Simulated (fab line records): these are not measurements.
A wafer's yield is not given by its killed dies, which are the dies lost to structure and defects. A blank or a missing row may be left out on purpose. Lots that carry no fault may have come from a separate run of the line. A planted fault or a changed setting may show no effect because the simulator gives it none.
8D (eight disciplines) problem report, filled in by code + flow nand harc + the parts of the form that need people (team, actions taken, sign-off) are left out

1. THE PROBLEM
A mean of 659.0 is read at NHARC_END_SORT_01 for killed at other, taken on 1 wafer of 1 lot, against 0.7 (standard deviation 1.1) on wafers free of any fault. That is +99 or more standard deviations from the usual mean.
Earliest sighting: wafer L203.3 on prober-02 at day 23 07:55. The record holds 3 wafers of 1 lot with a number at this step. The rule behind "out" and "out of limits": a value lying over 4 standard deviations away from the usual mean. The other wafers with a number count as sound.

2. WHAT IT IS, AND WHAT IT ISN'T
| question                    | is                                                                                                                  | is not                                                                                          |
|-----------------------------|---------------------------------------------------------------------------------------------------------------------|-------------------------------------------------------------------------------------------------|
| which readings at this step | killed at other, defect limited yield, killed dies, sort_bin_2_pct, sort n pass, sort rim yield pct, sort yield pct | killed at array, killed at periphery, killed open, killed short, sort_bin_3_pct, sort_bin_4_pct |
| which lots                  | L203                                                                                                                | -                                                                                               |
| which wafers of those lots  | L203.3                                                                                                              | L203.1, L203.4                                                                                  |
| read on which gauges        | prober-02                                                                                                           | -                                                                                               |
| when                        | from day 23 07:55                                                                                                   | up to then (1 sound wafer); but 1 sound wafer of L203 came after                                |

3. WHAT RULES OUT EACH SUSPECT
Counting: any tool at a process step up to the reading remains a suspect provided it ran every lot that is out. Sound lots after the first of them don't rule it out here, since some wafers of a struck lot are sound.
- the gauge at NHARC_END_SORT_01 has been ruled out. All the wafers that are out were read on prober-02, but those of them that NHARC_THIN_TSV_ETCHBACK_48 has rows for are out there too, on other tools.
- pecvd-04 at NHARC_THIN_TSV_DEP_43 (deposits SiO2, target thk 1328.5 nm): kept. It ran the lot that is out, L203 (day 22 14:33).
- rie diel-03 at NHARC_THIN_TSV_ETCHBACK_48 (etches the open film in C4F8/Ar, target depth 1028.5 nm, time 405.17 s): kept. It ran the lot that is out, L203 (day 22 17:42). Its own readings are out on those wafers: oes product au.
- pvd sputter-01 at NHARC_THIN_TSV_PVD_51 (deposits Cu, target thk 100 nm): kept. It ran the lot that is out, L203 (day 23 06:19). NHARC_THIN_TSV_PVD_51 gives no start for some lots, so the hours and the order of its lots are those of NHARC_END_SORT_01.
- Within pecvd-04 at NHARC_THIN_TSV_DEP_43: the wafers that are out ran in chamber 0; their sound lot-mates ran in chambers 1, 2.
- Within rie diel-03 at NHARC_THIN_TSV_ETCHBACK_48: the wafers that are out ran in chamber 0; their sound lot-mates ran in chambers 2, 3.
The count leaves pecvd-04 at NHARC_THIN_TSV_DEP_43, rie diel-03 at NHARC_THIN_TSV_ETCHBACK_48, and pvd sputter-01 at NHARC_THIN_TSV_PVD_51.

4. THE CAUSE (what the simulator had put in)
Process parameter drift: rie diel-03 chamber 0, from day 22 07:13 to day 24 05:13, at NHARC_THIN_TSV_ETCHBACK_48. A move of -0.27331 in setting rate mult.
Of the 3 suspects that counting leaves, this tool is one.

5. THE CHAIN OF EFFECTS, in route order
Each row: a reading where the mean over the struck wafers with a number is more than 3 standard deviations away from the usual. Only readings whose record carries a usual standard deviation are examined. hours: median over the lots of the time between each lot's start at the first step of this table that gives one and its start at this step. sigmas: the change, counted in usual standard deviations.
| hours | step                       | reading              | usual      | on struck wafers | change | sigmas      |
|-------|----------------------------|----------------------|------------|------------------|--------|-------------|
| 0     | NHARC_THIN_TSV_ETCHBACK_48 | oes product au       | 0.941 a.u. | 0.773            | -0.168 | -7.0        |
| 14    | NHARC_END_SORT_01          | defect limited yield | 95.2 %     | 0.0              | -95.2  | -60         |
| 14    | NHARC_END_SORT_01          | killed at other      | 0.7        | 659.0            | +658.3 | +99 or more |
| 14    | NHARC_END_SORT_01          | killed dies          | 33         | 677              | +644   | +59         |
| 14    | NHARC_END_SORT_01          | sort_bin_2_pct       | 1.5 %      | 98.2             | +96.7  | +99 or more |
| 14    | NHARC_END_SORT_01          | sort n pass          | 644        | 0                | -644   | -59         |
| 14    | NHARC_END_SORT_01          | sort rim yield pct   | 95 %       | 0                | -95    | -29         |
| 14    | NHARC_END_SORT_01          | sort yield pct       | 95.2 %     | 0.0              | -95.2  | -60         |
It contains these process steps:
- NHARC_THIN_TSV_ETCHBACK_48: etches the open film in C4F8/Ar, target depth 1028.5 nm, time 405.17 s.

6. WHAT WOULD HAVE CAUGHT IT SOONER
Counted from the fault's start at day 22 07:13, it took 25 hours until the first out-of-limits reading at a measuring or inspecting step in this record, taken at day 23 07:55.
Tool's own readings at NHARC_THIN_TSV_ETCHBACK_48, oes product au: out on all struck wafers the step has rows for; an alarm limit on them would have tripped on the first.
Lots out: 1; all had begun NHARC_THIN_TSV_ETCHBACK_48 on rie diel-03 by day 23 07:55. None of them would have been spared by holding the tool at that moment.
